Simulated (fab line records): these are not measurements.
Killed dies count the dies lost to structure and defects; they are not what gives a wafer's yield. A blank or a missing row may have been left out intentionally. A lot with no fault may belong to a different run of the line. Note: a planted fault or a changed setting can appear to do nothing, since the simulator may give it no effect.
Split-lot study | flow n5-finfet | on a route of 1938 steps: 7 lots, 21 wafers read

## THE SPLIT ITSELF
At N5_BEOL_M1_COAT_05 (resist thk 30 nm), the setting spin-rpm was moved away from the recipe's 1500 rpm on 3 of the 21 wafers read, by -5.3% to +8.9%. The other wafers ran this setting at the recipe's value.

## FROM THE SPLIT TO THE READING: what the file shows between them, 5 steps
- N5_BEOL_M1_EBR_07
- N5_BEOL_M1_SOFTBAKE_06: time 60 s
- N5_BEOL_M1_EXPOSE_08: exposes mask M1
- N5_BEOL_M1_PEB_09: peb time 60 s
- N5_BEOL_M1_DEVELOP_10: develop time 30 s

## THE READING
CAR-EUV_of_BEOL_M1_COAT_05.thk-nm (the simulator's own value, which no gauge read), in nm, at N5_BEOL_M1_DESCUM_16 (chemistry O2, time 7 s). The file does not state a usual value for it. Average 26.0 nm, standard deviation 0.046 nm, over the 18 wafers here run with the recipe.

wafer  | tool, chamber at the split | spin-rpm as run, rpm | against the recipe | CAR-EUV_of_BEOL_M1_COAT_05.thk-nm, nm | against lot-mates on the recipe
L074.1 | litho-track-02, 0          | 1500                 | recipe             | 26                                    | -
L074.3 | litho-track-02, 0          | 1500                 | recipe             | 26                                    | -
L074.5 | litho-track-02, 0          | 1559                 | +3.9%              | 25.6                                  | -0.4
L075.2 | litho-track-01, 0          | 1500                 | recipe             | 26                                    | -
L075.3 | litho-track-01, 0          | 1500                 | recipe             | 26                                    | -
L075.5 | litho-track-01, 0          | 1500                 | recipe             | 26                                    | -
L079.2 | litho-track-05, 0          | 1500                 | recipe             | 26                                    | -
L079.4 | litho-track-05, 0          | 1500                 | recipe             | 26                                    | -
L079.3 | litho-track-05, 0          | 1420                 | -5.3%              | 26.8                                  | +0.8
L080.1 | litho-track-02, 0          | 1500                 | recipe             | 26                                    | -
L080.6 | litho-track-02, 0          | 1500                 | recipe             | 26                                    | -
L080.2 | litho-track-02, 0          | 1634                 | +8.9%              | 24.8                                  | -1.2
L083.1 | litho-track-02, 0          | 1500                 | recipe             | 26                                    | -
L083.3 | litho-track-02, 0          | 1500                 | recipe             | 26                                    | -
L083.6 | litho-track-02, 0          | 1500                 | recipe             | 26                                    | -
L084.1 | litho-track-01, 0          | 1500                 | recipe             | 26.2                                  | -
L084.2 | litho-track-01, 0          | 1500                 | recipe             | 26                                    | -
L084.3 | litho-track-01, 0          | 1500                 | recipe             | 26                                    | -
L096.1 | litho-track-02, 0          | 1500                 | recipe             | 26                                    | -
L096.3 | litho-track-02, 0          | 1500                 | recipe             | 26                                    | -
L096.4 | litho-track-02, 0          | 1500                 | recipe             | 26                                    | -

FIT RESULTS
A straight line over all 21 wafers: CAR-EUV_of_BEOL_M1_COAT_05.thk-nm changes by -0.135 nm for each +1% of spin-rpm; r = -0.99; the points scatter about the line by 0.054 nm.
The same after taking each lot's own level away (the mean of its wafers on the recipe; 21 wafers): -0.134 nm for each +1%; r = -0.99; scatter 0.05 nm.
That fit puts the effect of the largest move of spin-rpm on the reading at 1.2 nm.
Measured against the standard deviation above, the lots' own levels, which go from 26.00 to 26.07 nm, span 1.5 times it.
Hence the lot-to-lot level has little effect on the slope; both slopes agree.
Check: with one of the wafers moved furthest among these (+8.9%) left out of the fit, the line predicts -1.17 nm for it against its lot-mates. Against them it came out at -1.2 nm.

## FURTHER SPLITS ON THESE WAFERS
Before the reading, these wafers also passed through other splits. Each is held against what the fit with the lots' levels taken away leaves over:
other split on the same wafers       | wafers away from the commonest value | r with CAR-EUV_of_BEOL_M1_COAT_05.thk-nm (lot level and that fit taken away)
N5_MOL_CONTACT_COAG_COAT_76 spin-rpm | 4                                    | +0.00
N5_MOL_CONTACT_COAG_COAT_64 spin-rpm | 5                                    | -0.21
N5_BEOL_M0_SAQP_ETCH_107 bias-w      | 7                                    | -0.32
N5_BEOL_M1_PECVD_72 time-s           | 2                                    | +0.03

## THE WHOLE CHAIN: every reading that the file lists as answering this split, in the file's order
step                  | what it does           | reading                                                                            | change (the file's fit)               | r (the file's)
N5_BEOL_M1_COAT_05    | resist thk 30 nm       | CAR-EUV_of_BEOL_M1_COAT_05.thk-nm (the simulator's own value, which no gauge read) | -0.149 nm for each +1% of the setting | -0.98
N5_BEOL_M1_DEVELOP_10 | develop time 30 s      | CAR-EUV_of_BEOL_M1_COAT_05.thk-nm (the simulator's own value, which no gauge read) | -0.163 nm for each +1% of the setting | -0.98
N5_BEOL_M1_DESCUM_16  | chemistry O2, time 7 s | CAR-EUV_of_BEOL_M1_COAT_05.thk-nm (the simulator's own value, which no gauge read) | -0.134 nm for each +1% of the setting | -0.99

## THE FILE'S OWN FIT
CAR-EUV_of_BEOL_M1_COAT_05.thk-nm changes by -0.134 nm for each +1% of spin-rpm, r = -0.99.
